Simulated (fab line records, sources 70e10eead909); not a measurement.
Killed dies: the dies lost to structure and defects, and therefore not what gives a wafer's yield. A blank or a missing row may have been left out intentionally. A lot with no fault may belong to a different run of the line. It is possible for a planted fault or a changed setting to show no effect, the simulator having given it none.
Matching of chambers -- flow nandHarc -- NHARC_P_STI_ETCH_15 on rieSi-01: 4 sister chambers
The step etches the open film in HBr/Cl2, target depth 300 nm, time 100.1 s. 20 wafers are shown with their chamber, then 10 later ones without.

## WAFERS PAIRED WITH THEIR CHAMBERS
wafer,chamber,drypumpMotorCurrentA (A),oesProductAu (a.u.),hbrFlowSccm (sccm)
L075.3,1,6.4,1.009,150.6
L075.4,0,5.5,0.993,150.5
L075.6,2,5.0,0.990,150.1
L077.1,3,5.0,1.001,150.0
L077.2,0,5.5,1.003,149.2
L077.3,2,5.0,0.988,149.8
L078.2,0,5.5,1.003,150.3
L078.4,1,6.4,1.018,149.7
L078.6,2,5.0,1.007,149.9
L079.1,3,4.9,1.014,150.0
L079.2,1,6.4,1.022,149.4
L079.4,2,5.0,0.988,149.7
L081.3,1,6.4,1.011,149.8
L081.4,2,5.0,0.993,150.0
L081.6,1,6.4,1.011,149.2
L084.2,3,4.9,1.002,150.0
L084.3,1,6.4,1.007,150.3
L084.5,3,4.9,1.010,150.0
L085.4,3,4.9,1.013,150.6
L085.5,3,4.9,1.002,150.6

SIGNATURES (averages over the wafers above)
reading,chamber 0,chamber 1,chamber 2,chamber 3,scatter within a chamber
drypumpMotorCurrentA,5.500,6.400,5.000,4.917,0.0228
oesProductAu,0.99967,1.01300,0.99320,1.00700,0.00646
hbrFlowSccm,150.000,149.833,149.900,150.200,0.431
Rule: a wafer's distance from a chamber is the root of the sum, over the readings, of the square of ((its reading less the chamber's mean) divided by the reading's scatter). The wafer belongs to the nearest chamber; if the next one is less than 2 further off, it can't be placed. The scatter: take each reading less its chamber's mean, square it, sum over the shown wafers, divide by the number of wafers less the number of chambers, and take the root.

## WAFERS MISSING THEIR CHAMBER
wafer,drypumpMotorCurrentA (A),oesProductAu (a.u.),hbrFlowSccm (sccm)
L085.6,5.0,0.997,149.8
L088.1,6.4,1.000,149.7
L088.5,5.5,1.002,150.3
L088.6,6.4,1.004,149.8
L091.1,5.0,1.011,150.4
L091.2,5.5,0.991,150.3
L091.5,4.9,0.992,150.0
L097.2,5.5,0.999,150.1
L097.3,6.4,1.010,150.5
L097.6,5.0,0.996,150.5

## EACH ONE'S CHAMBER
wafer,from the rows above,in truth
L085.6,2,2
L088.1,1,1
L088.5,0,0
L088.6,1,1
L091.1,can't be placed: 2 or 3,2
L091.2,0,0
L091.5,can't be placed: 3 or 2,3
L097.2,0,0
L097.3,1,1
L097.6,2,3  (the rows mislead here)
Correct placement for 7 of the 10. From these rows, 2 cannot be placed; in 2 the true chamber is one of the candidates. Number placed wrongly: 1.
